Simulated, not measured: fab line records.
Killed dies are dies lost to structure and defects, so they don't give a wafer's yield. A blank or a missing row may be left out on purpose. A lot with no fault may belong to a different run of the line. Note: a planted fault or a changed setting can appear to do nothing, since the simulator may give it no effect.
Which tool did it? + flow n5 finfet + 36 wafers from 12 lots sampled at 2 of the route's 1938 steps

== WHAT EACH GAUGE READ, for each wafer ==
N5_BEOL_M1_INSPECT_59: inspects for defects (darkfield).
| lot  | measured     | on                | raw defect count |
|------|--------------|-------------------|------------------|
| L075 | day 6 17:09  | defect inspect-01 | 78 134 101       |
| L077 | day 7 03:34  | defect inspect-01 | 101 69 68        |
| L079 | day 7 16:53  | defect inspect-02 | 57 58 111        |
| L081 | day 8 07:02  | defect inspect-01 | 92 87 67         |
| L083 | day 8 15:39  | defect inspect-01 | 69 67 82         |
| L086 | day 9 16:30  | defect inspect-01 | 63 112 67        |
| L087 | day 10 02:10 | defect inspect-01 | 55 46 80         |
| L089 | day 10 07:55 | defect inspect-01 | 39 49 54         |
| L091 | day 10 13:46 | defect inspect-02 | 89 76 103        |
| L093 | day 11 12:28 | defect inspect-02 | 46 34 61         |
| L095 | day 11 23:35 | defect inspect-01 | 75 150 123       |
| L097 | day 12 07:05 | defect inspect-01 | 116 69 104       |

== TOOL THAT RAN EACH LOT (tool first, then ch and the chambers of the sampled wafers, then the start) ==
| lot  | N5_BEOL_M1_ANNEAL_95         |
|------|------------------------------|
| L075 | pvd sputter-03, day 6 15:56  |
| L077 | pvd sputter-03, day 7 02:20  |
| L079 | pvd sputter-03, day 7 15:41  |
| L081 | pvd sputter-02, day 8 05:41  |
| L083 | pvd sputter-03, day 8 14:26  |
| L086 | pvd sputter-02, day 9 15:14  |
| L087 | pvd sputter-02, day 10 00:58 |
| L089 | pvd sputter-03, day 10 06:41 |
| L091 | pvd sputter-02, day 10 12:17 |
| L093 | pvd sputter-01, day 11 11:16 |
| L095 | pvd sputter-02, day 11 22:22 |
| L097 | pvd sputter-03, day 12 05:52 |
- N5_BEOL_M1_ANNEAL_95: time 240 s.

== THE ANSWER, worked out from the rows above alone ==
Rule: the lots themselves supply what counts as usual. Put in order of their means at a reading, lots are off if they are a third of the lots or fewer, leave a main group of 4 or more, and stand apart from it by a gap of 3 or more times the standard deviation of the main group's means; of several such gaps the widest counts. A main group is skipped when, at the precision printed for the reading in the tables above, its means are all equal. A lot without any number at a reading at which 4 lots or more have one is off too. The other lots that the step has rows for count as sound.
Across all readings shown, no lot is off: no conclusion can be drawn from this.

== WHAT THE SIMULATOR HAD PUT IN ==
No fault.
